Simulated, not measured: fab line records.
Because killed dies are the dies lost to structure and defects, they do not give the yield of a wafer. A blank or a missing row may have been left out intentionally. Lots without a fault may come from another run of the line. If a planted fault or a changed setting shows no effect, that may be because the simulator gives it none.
8D (eight disciplines) problem report, filled in by code || flow n5 finfet || the parts of the form that need people (team, actions taken, sign-off) are left out

## 1. WHAT IS WRONG
At N5_HKMG_FIN_ETCH_32, rf fwd power W averages 1040.1 W over 9 wafers from 3 lots, while fault-free wafers read 837.8 W, standard deviation 2.7. That is +75 standard deviations from the usual mean.
The step: etches SOC in N2/H2, target depth 240 nm, time 300 s.
Earliest sighting: wafer L942.1 on rie diel-04 at day 8 02:46. The record holds 27 wafers of 9 lots with a number at this step. The rule behind "out" and "out of limits": a value lying over 4 standard deviations away from the usual mean. The rest of the wafers with a number are treated as sound.

## 2. WHAT IT IS, AND WHAT IT ISN'T
{"question": "which readings at this step", "is": "rf fwd power W, rf vpp V", "is not": "drypump motor current A, showerhead plenum p Torr, throttle valve pct"}
{"question": "which lots", "is": "L942, L943, L944", "is not": "L929, L930, L933, L939, L948, L949"}
{"question": "which wafers of those lots", "is": "all that have a number", "is not": "-"}
{"question": "read on which tools", "is": "rie diel-04", "is not": "rie diel-01, rie diel-03"}
{"question": "when", "is": "from day 8 02:46", "is not": "up to then (12 sound wafers); but 6 sound wafers of L948, L949 came after"}

## 3. WHAT RULES OUT EACH SUSPECT
Counting: a tool stays on the suspect list if, at a process step up to the reading, it processed all lots that are out and no sound lot following the first of them.
- rie diel-04 at N5_HKMG_FIN_ETCH_32 (etches SOC in N2/H2, target depth 240 nm, time 300 s): kept. It ran every lot that is out, first L942 (day 8 02:46), and no sound lot after that; its last sound lot up to then is L933 (day 6 02:08). Its own readings are out on those wafers: rf fwd power W, rf vpp V.
Remaining after the count: rie diel-04 at N5_HKMG_FIN_ETCH_32.

## 4. THE CAUSE (what the simulator had put in)
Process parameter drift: rie diel-04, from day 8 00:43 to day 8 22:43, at N5_HKMG_FIN_ETCH_32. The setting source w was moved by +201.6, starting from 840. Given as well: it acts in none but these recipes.
Counting left only this tool.

## 5. THE CHAIN OF EFFECTS, in route order
Rows list readings where the struck wafers' mean (over those with a number) sits beyond 3 standard deviations from the usual. Readings are gone through only where the record gives a usual standard deviation; hours: the median, over the lots, of the time from a lot's start at the first step in this table giving one to that lot's start at this step; sigmas: the change measured in usual standard deviations.
{"hours": 0, "step": "N5_HKMG_FIN_ETCH_32", "reading": "rf fwd power W", "usual": "837.8 W", "on struck wafers": 1040.1, "change": "+202.3", "sigmas": "+75"}
{"hours": 0, "step": "N5_HKMG_FIN_ETCH_32", "reading": "rf vpp V", "usual": "524.9 V", "on struck wafers": 488.1, "change": -36.8, "sigmas": -18}
Here are the process steps it includes:
- N5_HKMG_FIN_ETCH_32: etches SOC in N2/H2, target depth 240 nm, time 300 s.
Later steps that measure or inspect, where all struck wafers having a row at the step show a number for every such reading and not one has moved that far: N5_BEOL_M4_RC_MEAS_101.

## 6. HOW IT WOULD HAVE BEEN CAUGHT EARLIER
The fault began at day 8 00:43; the first out-of-limits reading in this record came at day 8 02:46, 2 hours later.
